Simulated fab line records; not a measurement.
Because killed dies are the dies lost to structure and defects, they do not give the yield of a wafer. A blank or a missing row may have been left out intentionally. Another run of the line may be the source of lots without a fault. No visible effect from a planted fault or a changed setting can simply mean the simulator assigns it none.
fab line records    flow n5_finfet
record: lots: 10  wafers: 29  last_day: 18
route steps=1938 shown STI_FIN_REVEAL@196 DUMMY_GATE@218 BEOL_M4@1111 PASSIVATION@1936
lots with no fault: from the same line, run without faults
start_h: hours from the record's opening day to when the first of the lot's shown wafers began    wait_h: hours from the lot's prior step to this one    " as in the row above    L1.1+2: one row covering several wafers at once    - no value present, or no start provided    * or withheld: withheld    < > ~ a bound
route shown NAME@n: NAME is a module with steps in the file, n the number in the route of the first one    usual: mean/standard deviation taken from wafers without a fault    same: alike in all rows    chamber/n: place in a boat    sites: each site's reading    _std_site: their standard deviation    _edge_site: outer sites' mean less inner sites'    radius_mm: how far each site lies from the wafer's centre    mask NAME#n: copy n    behind: the most recent tool/chamber to have shaped the wafer    hold: reason for holding the lot/hours on hold/outcome of the hold    device: whichever transistor did not switch (one of n, p or np)    end of line: the route-end tests of the same wafers    a step with no rows: only its recipe    killed: count of dies lost to structure and defects at first sort (not the wafer's yield)    map: dies across one wafer; x = killed, . = not, _ = none there
set.NAME: setting as actually run; set.NAME@STEP: the setting as run at that earlier step    model.NAME: the simulator's own value behind a step, which no gauge read
steps of the route over a sample of lots; a table a step, a row a wafer
services: a tool's chamber out of use, with start hour (start_h, from the record's first day; less than 0 if before it), hours out, and reason
== steps ==
step: N5_STI_FIN_REVEAL_RECESS_09
recipe: chemistry: HF/NH3  target: SiO2  afs_cycles: 11  target_depth_a: 425  temp_c: 30  sublimation_temp_c: 180  sublimation_time_s: 60
usual: drypump_motor_current_A: 5.6/0.31  foreline_p_Torr: 0.1280/0.00055  sublimation_temp_c: 180.00/0.16
lot.wafer  tool           chamber  start_h  wait_h  drypump_motor_current_A  foreline_p_Torr  sublimation_temp_c
L722.1     vapor_etch-02  1        45.34    0.0     5.9                      0.1279           180.04
L722.4     "              0        "        "       5.2                      0.1288           180.07
L722.6     "              0        "        "       5.2                      0.1289           180.16
L723.2     vapor_etch-01  1        49.37    0.0     5.3                      0.1280           180.14
L723.3     "              1        "        "       5.4                      0.1288           180.18
L725.1     vapor_etch-01  0        60.70    0.0     5.9                      0.1281           180.20
L725.3     "              1        "        "       5.3                      0.1283           179.99
L725.6     "              0        "        "       5.9                      0.1279           180.11
L726.2     vapor_etch-01  0        64.59    0.0     5.9                      0.1277           180.13
L726.3     "              1        "        "       5.3                      0.1281           179.61
L726.5     "              1        "        "       5.3                      0.1276           179.86
L727.1     vapor_etch-01  0        71.03    0.0     5.9                      0.1276           179.90
L727.3     "              1        "        "       5.3                      0.1267           179.93
L727.4     "              0        "        "       5.9                      0.1275           180.09
L728.1     vapor_etch-02  1        76.38    0.0     5.9                      0.1276           180.13
L728.4     "              1        "        "       5.9                      0.1278           179.92
L728.6     "              0        "        "       5.2                      0.1281           179.99
L740.1     vapor_etch-02  0        150.28   0.0     5.2                      0.1278           179.87
L740.3     "              1        "        "       5.9                      0.1276           180.06
L740.5     "              0        "        "       5.2                      0.1281           179.91
L741.3     vapor_etch-01  1        153.79   0.6     5.4                      0.1285           180.02
L741.5     "              0        "        "       5.9                      0.1280           180.18
L741.6     "              1        "        "       5.4                      0.1290           179.90
L742.2     vapor_etch-01  0        161.79   0.0     5.9                      0.1288           179.73
L742.4     "              0        "        "       5.9                      0.1281           180.11
L742.5     "              0        "        "       5.9                      0.1275           180.00
L744.1     vapor_etch-01  1        171.60   0.0     5.3                      0.1279           179.94
L744.3     "              0        "        "       5.9                      0.1285           180.12
L744.4     "              1        "        "       5.3                      0.1280           179.91
step: N5_DUMMY_GATE_CMP_04
recipe: material: a-Si  post_cmp_clean: alkaline_brush
usual: motor_current_A: 9.4/0.77  time_to_endpoint_s: 13.3/2.4
lot.wafer  tool    chamber  start_h  wait_h  motor_current_A  time_to_endpoint_s
L722.4     cmp-03  0        52.07    0.0     9.8              14.5
L722.1     "       1        "        "       9.1              12.5
L722.6     "       1        "        "       9.8              15.9
L723.3     cmp-01  0        56.11    0.0     9.1              13.0
L723.2     "       2        "        "       9.9              17.9
L725.3     cmp-03  0        67.46    0.0     9.7              13.1
L725.1     "       2        "        "       9.5              14.5
L725.6     "       0        "        "       9.5              13.2
L726.2     cmp-02  1        71.38    0.0     10.7             15.5
L726.3     "       3        "        "       9.7              14.0
L726.5     "       2        "        "       8.6              12.2
L727.1     cmp-03  1        78.07    0.1     9.2              9.0
L727.4     "       2        "        "       9.4              10.8
L727.3     "       3        "        "       9.3              13.1
L728.4     cmp-03  3        83.54    0.1     9.5              18.4
L728.1     "       0        "        "       9.7              12.7
L728.6     "       3        "        "       9.5              16.7
L740.1     cmp-01  3        157.01   0.0     12.1             14.3
L740.3     "       2        "        "       9.7              15.6
L740.5     "       0        "        "       9.1              9.9
L741.3     cmp-03  3        162.05   0.1     8.9              16.3
L741.5     "       1        "        "       9.3              10.3
L741.6     "       2        "        "       9.3              14.0
L742.4     cmp-03  2        168.55   0.1     8.9              9.8
L742.2     "       0        "        "       9.8              11.6
L742.5     "       2        "        "       9.1              12.4
L744.4     cmp-02  1        178.35   0.0     10.1             15.5
L744.3     "       3        "        "       8.8              14.3
L744.1     "       0        "        "       8.9              12.2
step: N5_DUMMY_GATE_THK_MEAS_05
usual: thk_nm: 71.8/0.99
lot.wafer  tool           chamber  start_h  wait_h  thk_nm
L722.1     film_metro-01  -        52.31    0.2     73.2
L722.4     "              -        "        "       72.6
L722.6     "              -        "        "       72.0
L723.2     film_metro-02  -        56.35    0.1     73.7
L723.3     "              -        "        "       72.1
L725.1     film_metro-02  -        67.70    0.1     71.6
L725.3     "              -        "        "       71.5
L725.6     "              -        "        "       70.8
L726.2     film_metro-02  -        71.62    0.2     71.8
L726.3     "              -        "        "       73.0
L726.5     "              -        "        "       72.8
L727.1     film_metro-01  -        78.28    0.2     71.9
L727.3     "              -        "        "       72.9
L727.4     "              -        "        "       71.4
L728.1     film_metro-01  -        83.75    0.1     71.9
L728.4     "              -        "        "       74.5
L728.6     "              -        "        "       73.3
L740.1     film_metro-01  -        157.25   0.2     72.0
L740.3     "              -        "        "       71.9
L740.5     "              -        "        "       70.9
L741.3     film_metro-01  -        162.23   0.1     70.9
L741.5     "              -        "        "       71.5
L741.6     "              -        "        "       70.6
L742.2     film_metro-01  -        168.76   0.1     71.1
L742.4     "              -        "        "       71.6
L742.5     "              -        "        "       72.8
L744.1     film_metro-02  -        178.59   0.1     71.5
L744.3     "              -        "        "       71.7
L744.4     "              -        "        "       73.1
step: N5_DUMMY_GATE_EXPOSE_12
recipe: mask_id: GATE  na: 0.33  source_shape: annular  sigma_inner: 0.2  sigma_outer: 0.6  polarization: unpolarized  target_cd_nm: 25  dose_mj: 34
usual: exposure_dose_mJ_cm2: 33.98/0.056
lot.wafer  tool            chamber  start_h  wait_h  mask    exposure_dose_mJ_cm2
L722.1     euv_scanner-01  0        56.48    -       GATE#0  33.99
L722.4     "               0        "        "       GATE#0  34.04
L722.6     "               0        "        "       GATE#0  33.98
L723.2     euv_scanner-01  0        60.52    -       GATE#0  34.03
L723.3     "               0        "        "       GATE#0  33.99
L725.1     euv_scanner-02  0        71.86    -       GATE#0  33.93
L725.3     "               0        "        "       GATE#0  33.89
L725.6     "               0        "        "       GATE#0  33.86
L726.2     euv_scanner-01  0        75.93    -       GATE#0  34.00
L726.3     "               0        "        "       GATE#0  34.07
L726.5     "               0        "        "       GATE#0  34.04
L727.1     euv_scanner-02  0        82.57    -       GATE#0  33.92
L727.3     "               0        "        "       GATE#0  33.95
L727.4     "               0        "        "       GATE#0  33.96
L728.1     euv_scanner-01  0        88.03    -       GATE#0  34.01
L728.4     "               0        "        "       GATE#0  33.99
L728.6     "               0        "        "       GATE#0  34.00
L740.1     euv_scanner-01  0        161.41   -       GATE#0  36.11
L740.3     "               0        "        "       GATE#0  36.10
L740.5     "               0        "        "       GATE#0  36.11
L741.3     euv_scanner-01  0        166.42   -       GATE#0  35.65
L741.5     "               0        "        "       GATE#0  35.75
L741.6     "               0        "        "       GATE#0  35.66
L742.2     euv_scanner-02  0        173.05   -       GATE#0  33.92
L742.4     "               0        "        "       GATE#0  33.95
L742.5     "               0        "        "       GATE#0  33.91
L744.1     euv_scanner-02  0        182.89   -       GATE#0  33.91
L744.3     "               0        "        "       GATE#0  33.88
L744.4     "               0        "        "       GATE#0  33.90
step: N5_DUMMY_GATE_CD_MEAS_15
recipe: target_cd_nm: 25.8  landing_energy_ev: 500  detector: se_inlens
usual: cd_nm: 24.99/0.22
same: landing_energy_ev: 500
lot.wafer  tool       chamber  start_h  wait_h  cd_nm
L722.1     cd_sem-01  0        56.60    -       25.01
L722.4     "          0        "        "       24.80
L722.6     "          0        "        "       24.99
L723.2     cd_sem-01  0        60.65    -       24.79
L723.3     "          0        "        "       25.00
L725.1     cd_sem-03  0        71.99    -       25.15
L725.3     "          0        "        "       25.15
L725.6     "          0        "        "       25.22
L726.2     cd_sem-02  0        76.05    -       25.31
L726.3     "          0        "        "       25.16
L726.5     "          0        "        "       24.97
L727.1     cd_sem-01  0        82.69    -       24.97
L727.3     "          0        "        "       25.07
L727.4     "          0        "        "       24.94
L728.1     cd_sem-03  0        88.16    -       25.26
L728.4     "          0        "        "       24.94
L728.6     "          0        "        "       25.16
L740.1     cd_sem-03  0        161.54   -       24.03
L740.3     "          0        "        "       23.94
L740.5     "          0        "        "       24.07
L741.3     cd_sem-01  0        166.54   -       23.93
L741.5     "          0        "        "       23.93
L741.6     "          0        "        "       23.79
L742.2     cd_sem-02  0        173.18   -       24.89
L742.4     "          0        "        "       24.79
L742.5     "          0        "        "       24.71
L744.1     cd_sem-03  0        183.02   -       24.66
L744.3     "          0        "        "       24.89
L744.4     "          0        "        "       24.94
step: N5_BEOL_M4_RC_MEAS_101
usual: DIBL_N: 36.0/2.2  DIBL_P: 36.2/2.4  IOFF_N: 0.16/0.035  IOFF_P: 0.21/0.037  ION_N: 672/13  ION_P: 461/7  SS_N: 71.4/0.69  SS_P: 73.2/0.75  VT_N: 250/3.4  VT_P: -251/3
lot.wafer  tool       chamber  start_h  wait_h  DIBL_N[mV/V]  DIBL_P[mV/V]  IOFF_N[nA/um]  IOFF_P[nA/um]  ION_N[uA/um]  ION_P[uA/um]  SS_N[mV/dec]  SS_P[mV/dec]  VT_N[mV]  VT_P[mV]
L723.2     prober-01  0        202.54   0.2     38.5          37.1          0.18           0.22           671           458           72.7          73.8          247       -250
L723.3     "          0        "        "       39.2          37.9          0.21           0.24           679           458           71.8          73.9          248       -246
L722.1     prober-02  0        207.70   0.0     33.4          33.8          0.13           0.17           678           460           70.8          72.1          252       -251
L722.4     "          0        "        "       30.8          32.2          0.10           0.16           659           462           70.2          72.1          257       -254
L722.6     "          0        "        "       33.7          34.7          0.14           0.19           679           465           70.8          72.4          249       -253
L725.1     prober-02  0        232.31   0.0     34.8          35.5          0.14           0.20           672           463           70.9          73.6          252       -252
L725.3     "          0        "        "       34.9          35.1          0.14           0.20           666           462           70.7          72.9          251       -248
L725.6     "          0        "        "       33.5          34.3          0.12           0.18           661           457           70.3          72.7          254       -251
L727.1     prober-01  0        235.09   0.0     35.2          34.8          0.14           0.18           665           455           71.1          72.2          253       -255
L727.3     "          0        "        "       32.3          32.9          0.11           0.16           655           454           70.3          71.8          254       -252
L727.4     "          0        "        "       35.6          36.0          0.14           0.19           667           461           71.0          72.8          251       -254
L728.1     prober-02  0        235.70   0.0     34.2          33.5          0.13           0.18           675           465           70.3          72.5          252       -250
L728.4     "          0        "        "       36.7          37.9          0.18           0.24           684           471           71.8          73.6          246       -246
L728.6     "          0        "        "       36.2          36.5          0.16           0.22           683           460           70.8          73.1          249       -250
L726.2     prober-02  0        236.88   0.2     37.0          39.5          0.18           0.26           667           465           72.0          74.1          252       -250
L726.3     "          0        "        "       36.6          38.0          0.17           0.23           674           460           71.6          74.1          248       -251
L726.5     "          0        "        "       34.1          35.2          0.13           0.19           660           463           71.6          72.9          254       -254
L741.3     prober-01  0        316.21   0.3     39.0          39.1          0.20           0.23           691           464           72.3          73.5          245       -252
L741.5     "          0        "        "       39.3          39.8          0.21           0.23           694           464           72.7          74.0          250       -250
L741.6     "          0        "        "       41.8          42.4          0.27           0.28           706           466           72.7          74.2          243       -248
L740.1     prober-02  0        322.04   0.0     38.4          39.2          0.19           0.23           670           460           71.9          74.0          249       -247
L740.3     "          0        "        "       37.1          37.8          0.16           0.21           656           452           71.1          72.9          252       -251
L740.5     "          0        "        "       37.0          38.5          0.16           0.21           661           456           71.0          72.7          252       -251
L742.2     prober-02  0        333.93   0.2     36.0          34.2          0.14           0.21           677           467           71.6          73.0          251       -244
L742.4     "          0        "        "       39.7          38.0          0.20           0.28           687           476           71.6          73.2          247       -243
L742.5     "          0        "        "       38.7          37.5          0.18           0.26           677           471           71.9          73.5          247       -245
L744.1     prober-01  0        341.10   0.0     36.0          35.5          0.14           0.20           676           466           70.8          73.0          251       -249
L744.3     "          0        "        "       37.5          37.4          0.18           0.24           682           473           71.7          73.2          249       -247
L744.4     "          0        "        "       36.2          36.2          0.16           0.21           678           466           71.3          73.0          250       -248
step: N5_PASSIVATION_PROBE_49
usual: defect_limited_yield: 91.2/1.4  killed_at_M0_to_M3: 34/9.4  killed_at_M4_up: 14/5.6  killed_at_contacts: 13/7.8  killed_at_front_end: 37/10  killed_at_other: 4/3.3  killed_dies: 103/17  killed_open: 68/13  killed_short: 33/8.2  sort_bin_4_leakage: 0.00/0.0071  sort_bin_5_function: 5.1/0.92  sort_bin_6_memory: 3.3/0.71  sort_bin_8_speed: 0.01/0.043  sort_n_pass: 1077/17  sort_yield_pct: 91.2/1.4
same: gross_dies: 1180  killed_at_back_side: 0
lot.wafer  tool       chamber  start_h  wait_h  defect_limited_yield[%]  killed_at_M0_to_M3  killed_at_M4_up  killed_at_contacts  killed_at_front_end  killed_at_other  killed_dies  killed_open  killed_short  sort_bin_4_leakage[%]  sort_bin_5_function[%]  sort_bin_6_memory[%]  sort_bin_8_speed[%]  sort_n_pass  sort_yield_pct[%]
L722.1     prober-02  -        318.06   0.0     90.9                     32                  13               10                  50                   2                107          62           45            0                      5.0                     3.6                   0                    1073         90.9
L722.4     prober-02  -        318.21   0.2     92.3                     32                  18               1                   40                   0                91           65           26            0                      4.2                     3.4                   0                    1089         92.3
L722.6     prober-02  -        318.31   0.3     91.6                     31                  13               8                   46                   1                99           64           35            0                      5.6                     2.5                   0                    1081         91.6
L727.1     prober-01  -        338.14   0.0     89.8                     52                  20               7                   40                   1                120          87           32            0                      5.6                     4.3                   0                    1060         89.8
L727.3     prober-01  -        338.24   0.1     90.4                     52                  18               6                   32                   5                113          71           42            0                      5.6                     3.6                   0                    1067         90.4
L727.4     prober-01  -        338.29   0.2     90.6                     51                  13               6                   40                   1                111          79           32            0                      5.1                     4.1                   0                    1069         90.6
L726.2     prober-01  -        342.62   0.1     88.9                     27                  24               20                  59                   1                131          87           42            0                      6.9                     4.0                   0                    1049         88.9
L726.3     prober-01  -        342.67   0.1     91.3                     19                  24               18                  42                   0                103          75           25            0                      5.3                     3.1                   0                    1077         91.3
L726.5     prober-01  -        342.77   0.2     90.8                     23                  23               17                  42                   3                108          67           36            0                      5.0                     4.0                   0                    1072         90.8
L740.1     prober-02  -        434.80   0.0     91.9                     29                  15               11                  33                   7                95           66           28            0                      4.7                     3.2                   0                    1085         91.9
L740.3     prober-02  -        434.90   0.1     90.0                     44                  19               11                  39                   5                118          75           36            0                      5.7                     3.6                   0                    1062         90.0
L740.5     prober-02  -        435.00   0.2     91.6                     51                  15               6                   24                   3                99           71           23            0                      5.8                     2.4                   0.08                 1081         91.6
L741.3     prober-01  -        435.06   0.1     91.0                     25                  25               13                  33                   10               106          79           26            0                      5.1                     3.8                   0                    1074         91.0
L741.5     prober-01  -        435.16   0.2     91.4                     38                  14               18                  29                   2                101          74           24            0                      4.7                     3.5                   0                    1079         91.4
L741.6     prober-01  -        435.21   0.3     91.9                     26                  18               20                  30                   1                95           73           20            0.08                   4.3                     3.4                   0                    1084         91.9
L744.1     prober-02  -        441.01   0.1     90.8                     39                  12               9                   44                   4                108          81           24            0                      5.1                     3.6                   0                    1072         90.8
L744.3     prober-02  -        441.11   0.2     93.9                     22                  11               5                   31                   3                72           47           22            0                      3.2                     2.7                   0.08                 1108         93.9
L744.4     prober-02  -        441.16   0.3     91.3                     43                  18               7                   33                   2                103          68           33            0                      4.6                     3.7                   0                    1077         91.3
killed by level:class
L722.1 STI_FIN_REVEAL:geometric_particle:open=13 BEOL_M3:geometric_particle:open=10 MOL_CONTACT_COAG:geometric_particle:open=9 ILD0:geometric_particle:short=7 STARTING-WAFER:geometric_particle:short=5 FIN_SAQP:geometric_particle:short=4 BEOL_M0:geometric_particle:open=4 BEOL_M0_SAQP:geometric_particle:short=4
L722.4 STI_FIN_REVEAL:geometric_particle:open=14 BEOL_M1:geometric_particle:open=7 BEOL_M2:geometric_particle:open=7 BEOL_M5:geometric_particle:open=7 DUMMY_GATE:geometric_particle:open=6 BEOL_M3:geometric_particle:open=6 STI_FIN_REVEAL:geometric_particle:short=5 BEOL_M3:geometric_particle:short=5
L722.6 STI_FIN_REVEAL:geometric_particle:open=17 BEOL_M0_SAQP:geometric_particle:short=12 MOL_CONTACT_COAG:geometric_particle:open=6 FIN_SAQP:geometric_particle:short=5 STI_FIN_REVEAL:geometric_particle:short=5 BEOL_M0_SAQP:geometric_particle:open=5 BEOL_M7:geometric_particle:open=4 BEOL_M0:geometric_particle:open=4
L727.1 BEOL_M2:geometric_particle:open=18 STI_FIN_REVEAL:geometric_particle:open=17 BEOL_M4:geometric_particle:open=13 BEOL_M0_SAQP:geometric_particle:open=11 STI_FIN_REVEAL:geometric_particle:short=9 MOL_CONTACT_COAG:geometric_particle:open=6 BEOL_M2:geometric_particle:short=6 BEOL_M3:geometric_particle:open=6
L727.3 BEOL_M4:geometric_particle:open=13 BEOL_M0_SAQP:geometric_particle:open=10 BEOL_M3:geometric_particle:open=9 BEOL_M0_SAQP:geometric_particle:short=8 BEOL_M1:geometric_particle:open=8 BEOL_M2:geometric_particle:open=8 FIN_SAQP:geometric_particle:short=6 MOL_CONTACT_COAG:geometric_particle:open=5
L727.4 STI_FIN_REVEAL:geometric_particle:open=18 BEOL_M2:geometric_particle:open=13 FIN_SAQP:geometric_particle:open=11 BEOL_M1:geometric_particle:open=10 BEOL_M2:geometric_particle:short=8 BEOL_M3:geometric_particle:open=7 BEOL_M4:geometric_particle:open=6 MOL_CONTACT_COAG:geometric_particle:open=5
L726.2 FIN_SAQP:geometric_particle:short=20 MOL_CONTACT_COAG:geometric_particle:open=17 BEOL_M4:geometric_particle:open=13 FIN_SAQP:geometric_particle:open=12 STI_FIN_REVEAL:geometric_particle:open=9 BEOL_M2:geometric_particle:open=9 BEOL_M3:geometric_particle:open=7 STARTING-WAFER:geometric_particle:open=6
L726.3 FIN_SAQP:geometric_particle:open=14 MOL_CONTACT_COAG:geometric_particle:open=14 BEOL_M4:geometric_particle:open=11 BEOL_M2:geometric_particle:open=10 FIN_SAQP:geometric_particle:short=9 STI_FIN_REVEAL:geometric_particle:open=5 BEOL_M8:geometric_particle:open=3 STI_FIN_REVEAL:geometric_particle:short=3
L726.5 STI_FIN_REVEAL:geometric_particle:open=16 MOL_CONTACT_COAG:geometric_particle:open=12 BEOL_M4:geometric_particle:open=10 FIN_SAQP:geometric_particle:short=5 FIN_SAQP:geometric_particle:open=5 STI_FIN_REVEAL:geometric_particle:short=5 MOL_CONTACT_COAG:geometric_particle:short=5 BEOL_M0_SAQP:geometric_particle:open=5
L740.1 MOL_CONTACT_COAG:geometric_particle:open=9 BEOL_M3:geometric_particle:open=9 BEOL_M1:geometric_particle:open=8 BEOL_M4:geometric_particle:open=8 FIN_SAQP:geometric_particle:open=7 FIN_SAQP:geometric_particle:short=6 MIM_TOP_ETCH:geometric_particle:open=5 GATE_CUT:geometric_particle:short=4
L740.3 MOL_CONTACT_COAG:geometric_particle:open=11 BEOL_M3:geometric_particle:open=11 BEOL_M4:geometric_particle:open=11 FIN_SAQP:geometric_particle:short=8 FIN_SAQP:geometric_particle:open=8 BEOL_M0_SAQP:geometric_particle:open=8 BEOL_M1:geometric_particle:open=6 HKMG_FIN:area_etch=6
L740.5 BEOL_M1:geometric_particle:open=14 BEOL_M3:geometric_particle:open=14 BEOL_M2:geometric_particle:open=12 BEOL_M4:geometric_particle:open=7 FIN_SAQP:geometric_particle:open=6 MOL_CONTACT_COAG:geometric_particle:open=6 BEOL_M3:geometric_particle:short=5 FIN_SAQP:geometric_particle:short=3
L741.3 MOL_CONTACT_COAG:geometric_particle:open=13 BEOL_M4:geometric_particle:open=8 BEOL_M3:geometric_particle:open=8 BEOL_M6:geometric_particle:open=8 FIN_SAQP:geometric_particle:open=6 BEOL_M2:geometric_particle:open=6 FIN_SAQP:geometric_particle:short=5 BEOL_M1:geometric_particle:open=5
L741.5 MOL_CONTACT_COAG:geometric_particle:open=16 BEOL_M2:geometric_particle:open=12 BEOL_M1:geometric_particle:open=11 STI_FIN_REVEAL:geometric_particle:open=7 FIN_SAQP:geometric_particle:open=6 BEOL_M4:geometric_particle:open=6 BEOL_M0_SAQP:geometric_particle:short=5 BEOL_M4:geometric_particle:short=4
L741.6 MOL_CONTACT_COAG:geometric_particle:open=18 FIN_SAQP:geometric_particle:open=11 BEOL_M4:geometric_particle:open=10 BEOL_M2:geometric_particle:open=10 STARTING-WAFER:geometric_particle:open=4 BEOL_M1:geometric_particle:open=4 DUMMY_GATE:geometric_particle:open=3 SPACER0:geometric_particle:short=3
L744.1 STI_FIN_REVEAL:geometric_particle:open=13 BEOL_M2:geometric_particle:open=11 FIN_SAQP:geometric_particle:open=8 MOL_CONTACT_COAG:geometric_particle:open=7 BEOL_M1:geometric_particle:open=7 BEOL_M0_SAQP:geometric_particle:open=6 FIN_SAQP:geometric_particle:short=5 DUMMY_GATE:geometric_particle:open=5
L744.3 FIN_SAQP:geometric_particle:short=8 STI_FIN_REVEAL:geometric_particle:open=8 DUMMY_GATE:geometric_particle:open=7 BEOL_M4:geometric_particle:open=6 BEOL_M2:geometric_particle:open=5 MOL_CONTACT_COAG:geometric_particle:open=4 BEOL_M1:geometric_particle:short=4 BEOL_M0:geometric_particle:open=3
L744.4 BEOL_M4:geometric_particle:open=13 BEOL_M3:geometric_particle:open=12 BEOL_M2:geometric_particle:open=10 FIN_SAQP:geometric_particle:short=7 BEOL_M1:geometric_particle:short=6 BEOL_M1:geometric_particle:open=6 STARTING-WAFER:geometric_particle:open=5 DUMMY_GATE:geometric_particle:open=4
== services ==
tool            chamber  start_h  hours  kind
cmp-02          -        24.67    2.0    repair
euv_scanner-02  -        28.29    0.3    repair
euv_scanner-01  -        31.98    1.0    pm
cmp-02          -        37.90    2.7    repair
cmp-03          -        44.41    3.1    repair
euv_scanner-02  -        49.51    1.0    pm
cmp-03          -        61.63    1.8    repair
cmp-02          -        63.53    3.0    repair
cmp-01          -        65.58    13.0   pm
euv_scanner-01  -        67.24    2.6    repair
cmp-03          -        67.79    2.6    repair
cmp-03          -        76.05    1.3    repair
euv_scanner-01  -        88.13    1.0    pm
cmp-01          -        92.15    6.0    repair
euv_scanner-02  -        105.66   1.0    pm
euv_scanner-02  -        107.39   2.2    repair
euv_scanner-01  -        112.82   0.8    repair
euv_scanner-01  -        121.73   4.6    pm
vapor_etch-01   -        128.24   15.6   pm
cmp-02          -        129.15   4.9    repair
euv_scanner-02  -        129.63   4.6    pm
euv_scanner-02  -        141.52   1.8    repair
euv_scanner-01  -        144.28   1.0    pm
euv_scanner-02  -        161.81   1.0    pm
== key ==
first_sign: step: N5_DUMMY_GATE_EXPOSE_12  reading: exposure_dose_mJ_cm2  direction: up  sigmas: 34  usual: 33.98  struck: 35.90
effect: step: N5_DUMMY_GATE_CD_MEAS_15  reading: cd_nm  direction: down  sigmas: 4.8  usual: 24.99  struck: 23.95  through: control_loop
met_at N5_DUMMY_GATE_EXPOSE_12
struck_lots L740,L741
loop_trim: step: N5_DUMMY_GATE_EXPOSE_12  setting: dose  lots: L741
not_acting_at N5_STI_FIN_REVEAL_RECESS_09,N5_DUMMY_GATE_CMP_04,N5_DUMMY_GATE_THK_MEAS_05
onset_between 88.03 161.41
fault: kind: process_parameter_drift  tool: euv_scanner-01  chamber: -  onset_h: 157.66  steps: N5_DUMMY_GATE_EXPOSE_12  channel: dose_mj  offset: 2.1073  shape: step  acts_in: these_recipes_only  stated: 34
loop_trim: a control loop set the setting to another value than it would have without faults
